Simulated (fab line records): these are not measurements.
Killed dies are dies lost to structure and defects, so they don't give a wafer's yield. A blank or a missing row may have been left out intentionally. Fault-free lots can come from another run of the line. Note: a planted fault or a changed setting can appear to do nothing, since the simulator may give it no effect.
A single fault, viewed from 2 desks + flow n5 finfet + each desk has only its own numbers; what lay behind them comes last

AT THE TOOL OWNER'S DESK: pecvd-01
The tool's own readings at N5_FIN_SAQP_HM_DEP_03 (deposits SiNx from SiH4/NH3/N2, target thk 38 nm, time 33.6 s): means of the sampled wafers that have a number, for each lot that ran on this tool. A lot is out of limits, marked OUT, if its mean lies more than 4 standard deviations from the usual mean; the brackets give that distance.
Columns: A = heater power w at N5_FIN_SAQP_HM_DEP_03, usual 771 W; B = showerhead plenum p Torr at N5_FIN_SAQP_HM_DEP_03, usual 5.17 Torr; C = throttle valve pct at N5_FIN_SAQP_HM_DEP_03, usual 39.7 %
| lot  | first seen here | A   | B    | C    |
|------|-----------------|-----|------|------|
| L531 | day 2 15:08     | 727 | 5.19 | 38.5 |
| L535 | day 3 15:36     | 682 | 5.20 | 38.4 |
| L537 | day 4 03:23     | 769 | 5.20 | 38.4 |
| L538 | day 4 10:27     | 669 | 5.18 | 38.9 |
| L539 | day 4 16:09     | 759 | 5.20 | 38.5 |
| L544 | day 5 22:30     | 732 | 5.20 | 39.0 |
| L545 | day 6 03:47     | 727 | 5.21 | 38.9 |
| L546 | day 6 12:57     | 634 | 5.21 | 39.4 |
Result from this desk: across the 8 lots, nothing is out of limits.

THE METROLOGY DESK
Lot by lot, what the gauges showed, no matter which tool ran the lot: averages of those sampled wafers that carry a number. A lot is out of limits, marked OUT, if its mean lies more than 4 standard deviations from the usual mean; the brackets give that distance. Readings shown: 7 out of 12 (the first out of limits, and those lying furthest out on some lot).
Columns: A = thk nm at N5_FIN_SAQP_THK_MEAS_05, usual 37.9 nm; B = DIBL_P at N5_BEOL_M4_RC_MEAS_101, usual 36.6 mV/V; C = IOFF_N at N5_BEOL_M4_RC_MEAS_101, usual 0.155 nA/um; D = IOFF_P at N5_BEOL_M4_RC_MEAS_101, usual 0.211 nA/um; E = ION_N at N5_BEOL_M4_RC_MEAS_101, usual 671 uA/um; F = ION_P at N5_BEOL_M4_RC_MEAS_101, usual 462 uA/um; G = VT_P at N5_BEOL_M4_RC_MEAS_101, usual -250.1 mV
| lot  | first seen here | A               | B    | C     | D     | E   | F   | G      |
|------|-----------------|-----------------|------|-------|-------|-----|-----|--------|
| L528 | day 1 21:38     | 38.0            | 35.0 | 0.138 | 0.194 | 675 | 461 | -251.8 |
| L531 | day 2 15:13     | 37.8            | 38.2 | 0.155 | 0.203 | 669 | 458 | -251.4 |
| L532 | day 2 21:10     | 37.4            | 35.3 | 0.140 | 0.167 | 666 | 451 | -255.5 |
| L533 | day 3 05:24     | 37.8            | 34.1 | 0.131 | 0.210 | 659 | 464 | -249.5 |
| L534 | day 3 09:58     | 37.8            | 35.6 | 0.142 | 0.197 | 669 | 460 | -251.8 |
| L535 | day 3 15:43     | 37.8            | 38.2 | 0.167 | 0.232 | 675 | 464 | -246.8 |
| L536 | day 3 21:57     | 37.4            | 36.6 | 0.160 | 0.212 | 673 | 460 | -250.8 |
| L537 | day 4 03:28     | 38.0            | 36.2 | 0.156 | 0.202 | 675 | 460 | -249.2 |
| L538 | day 4 10:34     | 38.0            | 36.2 | 0.144 | 0.221 | 668 | 462 | -248.6 |
| L539 | day 4 16:14     | 37.4            | 36.8 | 0.156 | 0.197 | 667 | 455 | -252.4 |
| L544 | day 5 22:35     | 33.9 (-8.9) OUT | 38.2 | 0.169 | 0.258 | 672 | 467 | -248.1 |
| L545 | day 6 03:52     | 31.6 (-14) OUT  | 38.5 | 0.183 | 0.237 | 676 | 464 | -248.0 |
| L546 | day 6 13:02     | 31.5 (-14) OUT  | 38.9 | 0.188 | 0.244 | 678 | 468 | -247.4 |
| L549 | day 7 03:14     | 38.6            | 40.7 | 0.204 | 0.262 | 687 | 470 | -247.6 |
| L550 | day 7 09:56     | 37.7            | 34.7 | 0.141 | 0.188 | 675 | 469 | -250.1 |
This desk's finding: out of limits on L544, L545, L546; first on L544, day 5 22:35 (thk nm at N5_FIN_SAQP_THK_MEAS_05). Within limits: L528, L531, L532, L533, L534, L535, L536, L537, L538, L539, L549, L550.

ALL TOGETHER
An alarm was possible from the metrology desk at day 5 22:35, on L544, L545, L546.
The desk of the tool owner found nothing out of limits.
Tool owner's desk: L544, L545, L546 on record, inside its limits.
Of the lots named, all ran N5_FIN_SAQP_HM_DEP_03 on pecvd-01.

WHAT HAD BEEN PUT IN BY THE SIMULATOR
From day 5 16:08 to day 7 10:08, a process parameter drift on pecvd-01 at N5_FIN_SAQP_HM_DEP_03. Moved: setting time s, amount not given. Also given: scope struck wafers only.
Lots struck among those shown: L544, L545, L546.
Time in hours between the start of the fault and the first out-of-limits reading at each desk: metrology desk, 6.
